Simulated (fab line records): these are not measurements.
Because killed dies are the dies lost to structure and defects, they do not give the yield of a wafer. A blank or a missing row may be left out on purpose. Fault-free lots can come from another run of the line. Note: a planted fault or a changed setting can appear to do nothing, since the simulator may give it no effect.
Struck lot and sound lot, side by side + flow n5Finfet + 26 out of 1938 route steps
Sound: these wafers, L523.1, L523.3, L523.5. The struck wafers were L511.1, L511.4, L511.5. The cause is given at the end.
Order at every step that has rows: each side's tool, ch and its chambers, its first start. Under that, the readings that differ: sound wafers + struck wafers + difference of the means + sigmas: that difference in standard deviations of wafers without a fault.
alike: readings with means less than 2 such deviations apart, plus words and numbers identical on both sides. not compared: withheld readings, readings lacking a value on some wafer, bounds such as >300 that could conceal the same value, and numbers that have no deviation in the record and whose values overlap.
Wherever a step has rows on one side only, a row that says differs or no value, or a row with sigmas, the two part there. Non-overlapping numbers with no deviation appear without sigmas and do not part them. A reading missing from all wafers of one side parts the sides only when that side holds two or more wafers.

first, 10 steps without rows for these wafers: N5_DUMMY_GATE_STRIP_48 (strips in N2/H2, time 20 s); N5_DUMMY_GATE_PRECLEAN_33 (cleans in dHF, time 10 s); N5_DUMMY_GATE_PRECLEAN_25 (cleans in O3/DIW, time 45 s); N5_DUMMY_GATE_PRECLEAN_51 (cleans in SC2, time 45 s); N5_DUMMY_GATE_SRD_26 (time 30 s); N5_DUMMY_GATE_UV_OZONE_45 (time 120 s); N5_SPACER0_ALD_07 (deposits SiNx, target thk 2 nm); N5_SPACER0_ALD_00 (deposits SiOCN, target thk 3.5 nm, pulse time 3 s, purge time 2 s); N5_SPACER0_ALD_08 (deposits SiNx, target thk 2 nm); N5_SD_EPI_N_COAT_32 (time 60 s, resist thk 350 nm).
N5_SD_EPI_N_COAT_33: time 60 s, resist thk 35 nm.
  sound on lithoTrack-04 ch 0, day 8 06:46; struck on lithoTrack-04 ch 0, day 5 07:25
| reading                                    | sound                | struck               | difference | sigmas      |
|--------------------------------------------|----------------------|----------------------|------------|-------------|
| spinSpeedRpm (rpm)                         | 1500.5 1499.0 1500.0 | 1692.4 1693.0 1692.1 | +192.7     | +99 or more |
| model.SiARC_of_SD_EPI_N_COAT_33.thkNm (nm) | 35 35 35             | 33 33 33             | -2         |             |
then, 7 steps without rows for these wafers: N5_SD_EPI_N_COAT_03 (resist thk 150 nm); N5_SD_EPI_N_EBR_05; N5_SD_EPI_N_SOFTBAKE_04 (time 60 s); N5_SD_EPI_N_EXPOSE_06 (exposes mask SD N BLK, target cd 120 nm); N5_SD_EPI_N_PEB_07 (peb time 60 s); N5_SD_EPI_N_DEVELOP_08 (develop time 30 s); N5_SD_EPI_N_DESCUM_14 (chemistry O2, time 7.9 s).
N5_SD_EPI_N_ETCH_34: etches SiARC in CF4, target depth 45.5 nm, time 75.8 s.
  sound on rieDiel-04 ch 0,1, day 8 07:47; struck on rieDiel-04 ch 1,3, day 5 08:04
| reading                                            | sound             | struck            | difference | sigmas |
|----------------------------------------------------|-------------------|-------------------|------------|--------|
| etchRfOnTimeS (s)                                  | 77.0 74.9 76.5    | 72.2 70.5 70.4    | -5.1       | -5     |
| model.etch.depthNm (nm)                            | 34.95 34.98 35    | 32.95 32.98 32.92 | -2.03      |        |
| model.CAR-ArF-block_of_SD_EPI_N_COAT_03.thkNm (nm) | 111.2 110.2 110.8 | 113.8 113.8 113.4 | +2.9       |        |
  alike: drypumpMotorCurrentA, oesProductAu, rfVppV, showerheadPlenumPTorr, throttleValvePct
  not compared: rfHoursCounterH
then, 4 steps without rows for these wafers: N5_SD_EPI_N_ETCH_35 (etches SOC in N2/H2, overetch 108 nm, time 486 s); N5_SD_EPI_N_STRIP_36 (strips in N2/H2); N5_SD_EPI_N_ETCHBACK_44 (etches SiNx in CH3F/O2, stops on SiO2, target depth 14.5 nm); N5_SD_EPI_N_ETCH_45 (etches SiOCN in CH3F/O2, target depth 6 nm).
N5_SD_EPI_N_ETCH_16: etches SiO2 in CHF3/O2, target depth 5 nm.
  sound on rieDiel-04 ch 0,1, day 8 08:22; struck on rieDiel-04 ch 1,3, day 5 08:38
| reading                                    | sound        | struck         | difference | sigmas |
|--------------------------------------------|--------------|----------------|------------|--------|
| model.SiARC_of_SD_EPI_N_COAT_33.thkNm (nm) | 12.8 12 12.8 | 10.6 10.2 10.2 | -2.2       |        |
  alike: drypumpMotorCurrentA, oesProductAu, rfVppV, showerheadPlenumPTorr, throttleValvePct
  not compared: rfHoursCounterH
then, 1 step without rows for these wafers: N5_SD_EPI_N_STRIP_47 (strips in CHF3/O2).
-- a jump in the record: the struck wafers' starts before and after are 5 days apart (it breaks off in module SD_EPI_N and resumes in module BEOL_M4, where the first step shown is number 1111 of the route) --
N5_BEOL_M4_RC_MEAS_101:
  sound on prober-02 ch 0, day 12 20:36; struck on prober-01 ch 0, day 9 20:40
| reading       | sound          | struck         | difference | sigmas |
|---------------|----------------|----------------|------------|--------|
| DIBL_N (mV/V) | 36.9 37.1 38.2 | 36.5 33.4 34.6 | -2.6       | -2     |
| SS_P (mV/dec) | 73.7 73.6 74.1 | 72.8 72.4 72.7 | -1.2       | -2     |
  alike: DIBL_P, IOFF_N, IOFF_P, ION_N, ION_P, SS_N, VT_N, VT_P

## WHERE THEY PART
At N5_SD_EPI_N_COAT_33 first; at N5_BEOL_M4_RC_MEAS_101 last (within this record only).

WHY: whatever the simulator had introduced
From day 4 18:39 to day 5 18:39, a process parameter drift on lithoTrack-04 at N5_SD_EPI_N_COAT_33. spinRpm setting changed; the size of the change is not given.
